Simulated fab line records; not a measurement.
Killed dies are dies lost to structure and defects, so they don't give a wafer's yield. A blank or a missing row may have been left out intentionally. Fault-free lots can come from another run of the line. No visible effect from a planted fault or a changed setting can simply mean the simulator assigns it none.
Chamber matching    flow nand-harc    NHARC_A_CONTACT_DEP_24 on pecvd-01 has 3 sister chambers
The step deposits SiO2, target thk 500 nm. 3 wafers are shown with their chamber, then 10 later ones without.

== WAFERS WITH THEIR CHAMBER ==
wafer   chamber  throttle-valve-pct (%)
L083.2  1        16.4
L085.2  2        15.3
L085.3  0        16.9

== WAFERS WITHOUT THEIR CHAMBER ==
wafer   throttle-valve-pct (%)
L085.5  16.3
L088.2  15.3
L088.3  16.8
L088.6  17.0
L092.1  17.0
L092.4  16.4
L092.5  16.9
L093.1  15.5
L093.5  15.2
L093.6  15.8

== EACH ONE'S CHAMBER ==
wafer    from the rows above       in truth
L085.5   1                         1
L088.2   2                         2
L088.3   can't be placed: 0 or 1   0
L088.6   0                         0
L092.1   0                         0
L092.4   1                         1
L092.5   0                         0
L093.1   2                         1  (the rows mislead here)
L093.5   2                         2
L093.6   can't be placed: 2 or 1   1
Placed correctly: 7 of 10. Unplaceable from these rows: 2, with the true chamber sitting among the candidates in 2. Number placed wrongly: 1.
How it was worked out, from the rows above alone: a wafer's distance from a chamber is the root of the sum, over the readings, of the square of ((its reading less the chamber's mean) divided by the reading's scatter). If the next closest chamber is less than 2 further off than the closest, the wafer can't be placed; otherwise it belongs to the closest. The mean given for a chamber averages the wafers shown for that chamber. The scatter: with one shown wafer a chamber, the root of the mean of the squares of how far each hidden wafer lies from its nearest shown one.
